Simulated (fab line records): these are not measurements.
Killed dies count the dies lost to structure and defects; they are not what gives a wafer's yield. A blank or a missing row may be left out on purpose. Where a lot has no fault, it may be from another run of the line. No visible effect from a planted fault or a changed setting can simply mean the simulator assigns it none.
Matching of chambers -- flow nand_harc -- 4 sister chambers for NHARC_A_SLIT_DESCUM_14 on rie_diel-11
The step chemistry O2, time 3 s. 8 wafers are shown with their chamber, then 8 later ones without.

WAFERS, EACH WITH ITS CHAMBER
wafer,chamber,drypump_motor_current_A (A),oes_product_au (a.u.)
L874.2,0,5.7,1.007
L873.2,3,6.4,0.998
L880.6,3,6.4,1.031
L879.1,0,5.7,0.975
L887.1,1,5.8,1.000
L887.2,2,5.0,0.997
L887.6,1,5.7,1.010
L889.4,2,5.0,0.978

WAFERS WITH NO CHAMBER GIVEN
wafer,drypump_motor_current_A (A),oes_product_au (a.u.)
L889.5,5.8,0.973
L889.6,6.4,1.020
L890.3,5.7,0.975
L890.4,6.4,1.017
L890.5,6.4,1.014
L894.2,5.8,1.016
L894.3,5.0,0.991
L894.6,6.4,1.021

CHAMBER TAKEN BY EACH
wafer,from the rows above,in truth
L889.5,can't be placed: 1 or 0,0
L889.6,3,3
L890.3,can't be placed: 0 or 1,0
L890.4,3,3
L890.5,3,3
L894.2,can't be placed: 1 or 0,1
L894.3,2,2
L894.6,3,3
Placed correctly: 5 of 8. Cannot be placed on the basis of these rows: 3; the candidates contain the true chamber in 3. Number placed wrongly: 0.
How it was worked out, from the rows above alone: a wafer's distance from a chamber is the root of the sum, over the readings, of the square of ((its reading less the chamber's mean) divided by the reading's scatter). If the next closest chamber is less than 2 further off than the closest, the wafer can't be placed; otherwise it belongs to the closest. The mean given for a chamber averages the wafers shown for that chamber. The scatter is the square root of a quotient: the sum, over the shown wafers, of each reading's squared deviation from its chamber's mean, divided by wafers minus chambers.
